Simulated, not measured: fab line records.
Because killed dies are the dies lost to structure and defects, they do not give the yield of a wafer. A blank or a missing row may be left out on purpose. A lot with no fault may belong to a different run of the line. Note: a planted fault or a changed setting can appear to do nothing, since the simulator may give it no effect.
Split-lot trial | flow n5 finfet | 21 wafers read across 7 lots, on a route 1938 steps long

== ON THE SPLIT ==
At N5_GATE_CUT_DESCUM_18 (chemistry O2, time 7 s), the setting time s was moved away from the recipe's 7 s on 6 of the 21 wafers read, by -19.8% to +11.9%. For the rest of the wafers, this setting stayed at what the recipe calls for.

The reading is taken at the split's own step.

== THE READING ==
CAR-EUV_of_GATE_CUT_COAT_07.thk nm (the simulator's own value, which no gauge read), in nm, at N5_GATE_CUT_DESCUM_18 (chemistry O2, time 7 s). The file gives no usual value for it. The 15 wafers here that ran the recipe average 26.1 nm, standard deviation 0.094 nm.

wafer  | tool, chamber at the split | time s as run, s | against the recipe | CAR-EUV_of_GATE_CUT_COAT_07.thk nm, nm | against lot-mates on the recipe
L079.4 | rie diel-02, 3,0,3         | 7                | recipe             | 26                                     | -
L079.5 | rie diel-02, 3,0,3         | 7                | recipe             | 26                                     | -
L079.6 | rie diel-02, 3,0,3         | 7                | recipe             | 26                                     | -
L080.3 | rie diel-03, 2             | 7.831            | +11.9%             | 25.8                                   | -0.4
L080.4 | rie diel-03, 3,2           | 7                | recipe             | 26.2                                   | -
L080.5 | rie diel-03, 3,2           | 7                | recipe             | 26.2                                   | -
L081.1 | rie diel-06, 3             | 7                | recipe             | 26                                     | -
L081.2 | rie diel-06, 1             | 6.269            | -10.4%             | 26.6                                   | +0.5
L081.4 | rie diel-06, 0             | 7                | recipe             | 26.2                                   | -
L084.2 | rie diel-02, 3             | 5.641            | -19.4%             | 26.8                                   | +0.6
L084.3 | rie diel-02, 2             | 5.641            | -19.4%             | 27                                     | +0.8
L084.5 | rie diel-02, 0             | 7                | recipe             | 26.2                                   | -
L085.2 | rie diel-06, 0,2           | 7                | recipe             | 26.2                                   | -
L085.6 | rie diel-06, 0,2           | 7                | recipe             | 26.2                                   | -
L085.5 | rie diel-06, 3             | 5.659            | -19.2%             | 26.6                                   | +0.4
L090.1 | rie diel-02, 0,1,1         | 7                | recipe             | 26.2                                   | -
L090.2 | rie diel-02, 0,1,1         | 7                | recipe             | 26.2                                   | -
L090.5 | rie diel-02, 0,1,1         | 7                | recipe             | 26.2                                   | -
L092.1 | rie diel-02, 2             | 7                | recipe             | 26.2                                   | -
L092.3 | rie diel-02, 3             | 5.611            | -19.8%             | 26.8                                   | +0.7
L092.5 | rie diel-02, 0             | 7                | recipe             | 26                                     | -
When a row names more than one chamber, that row covers several wafers, and the file does not tell which wafer ran in which chamber.

THE FIT
A straight line over all 21 wafers: CAR-EUV_of_GATE_CUT_COAT_07.thk nm changes by -0.034 nm for each +1% of time s; r = -0.94; the points scatter about the line by 0.11 nm.
The same after taking each lot's own level away (the mean of its wafers on the recipe; 21 wafers): -0.0331 nm for each +1%; r = -0.96; scatter 0.088 nm.
On that fit, the largest move of time s shifts the reading by 0.66 nm.
Across the lots, their own levels run from 26.00 to 26.20 nm, a range of 2.1 times the standard deviation given above.
The two slopes agree, so the slope changes little with the lot-to-lot level.
Check: for one of the wafers moved furthest among these (-19.8%), held out of the fit, the line's prediction against its lot-mates is +0.649 nm. It came out at +0.7 nm against them.

== THESE WAFERS: OTHER SPLITS ==
Before the reading, these wafers also passed through other splits. Each is held against what the fit with the lots' levels taken away leaves over:
other split on the same wafers | wafers away from the commonest value | r with CAR-EUV_of_GATE_CUT_COAT_07.thk nm (lot level and that fit taken away)
N5_HKMG_FIN_ETCH_54 source w   | 7                                    | -0.03
N5_GATE_CUT_COAT_27 spin rpm   | 10                                   | -0.09

== THE FILE'S OWN FIT ==
CAR-EUV_of_GATE_CUT_COAT_07.thk nm changes by -0.0325 nm for each +1% of time s, r = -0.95.
